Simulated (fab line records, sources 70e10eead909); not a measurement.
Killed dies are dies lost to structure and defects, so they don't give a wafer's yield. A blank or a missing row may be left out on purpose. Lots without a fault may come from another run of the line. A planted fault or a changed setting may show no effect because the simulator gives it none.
Which tool did it? | flow nand_harc | 6 lots, 18 wafers sampled, at 2 steps of a route of 1302

WHAT THE GAUGES READ, wafer by wafer
NHARC_P_ZERO_WELL_CD_MEAS_37: target cd 720 nm.
lot  | measured     | on        | cd_nm (nm)
L642 | day 2 09:51  | cd_sem-01 | 719.1 716.4 718.7
L645 | day 3 16:10  | cd_sem-02 | 718.6 717.9 714.3
L647 | day 4 12:21  | cd_sem-02 | 719.8 716.7 722.4
L651 | day 6 04:05  | cd_sem-01 | - - -
L662 | day 10 18:06 | cd_sem-02 | 720.5 718.1 717.7
L664 | day 11 14:07 | cd_sem-03 | 718.0 716.6 717.2

WHICH TOOL RAN EACH LOT (tool, then ch and the chambers of the sampled wafers, then the start)
lot  | NHARC_P_ZERO_WELL_EXPOSE_34
L642 | krf_scanner-03 ch 0, day 2 09:42
L645 | krf_scanner-03 ch 0, day 3 16:01
L647 | krf_scanner-03 ch 0, day 4 12:12
L651 | krf_scanner-01 ch 0, day 6 03:57
L662 | krf_scanner-03 ch 0, day 10 17:57
L664 | krf_scanner-03 ch 0, day 11 13:58
- NHARC_P_ZERO_WELL_EXPOSE_34: exposes mask P PWELL, target cd 720 nm.

THE ANSWER, worked out from the rows above alone
Rule: what is usual is taken from the lots themselves. Put in order of their means at a reading, lots are off if they are a third of the lots or fewer, leave a main group of 4 or more, and stand apart from it by a gap of 3 or more times the standard deviation of the main group's means; of several such gaps the widest counts. A main group whose means are all the same, to the digits that the tables above print for the reading, isn't used. A lot without any number at a reading at which 4 lots or more have one is off too. The other lots that the step has rows for count as sound.
Off: L651, at NHARC_P_ZERO_WELL_CD_MEAS_37 (cd_nm). Without a number there: L651. The main group: mean 718.1 nm, standard deviation 0.98.
A tool fits if, at a process step before that reading, it ran every lot that is off, and no sound lot after the first of them. The gauges at NHARC_P_ZERO_WELL_CD_MEAS_37 are tried like those tools. Can't be told from this: 2 tools fit, krf_scanner-01 at NHARC_P_ZERO_WELL_EXPOSE_34, cd_sem-01 at NHARC_P_ZERO_WELL_CD_MEAS_37.

WHAT THE SIMULATOR HAD PUT IN
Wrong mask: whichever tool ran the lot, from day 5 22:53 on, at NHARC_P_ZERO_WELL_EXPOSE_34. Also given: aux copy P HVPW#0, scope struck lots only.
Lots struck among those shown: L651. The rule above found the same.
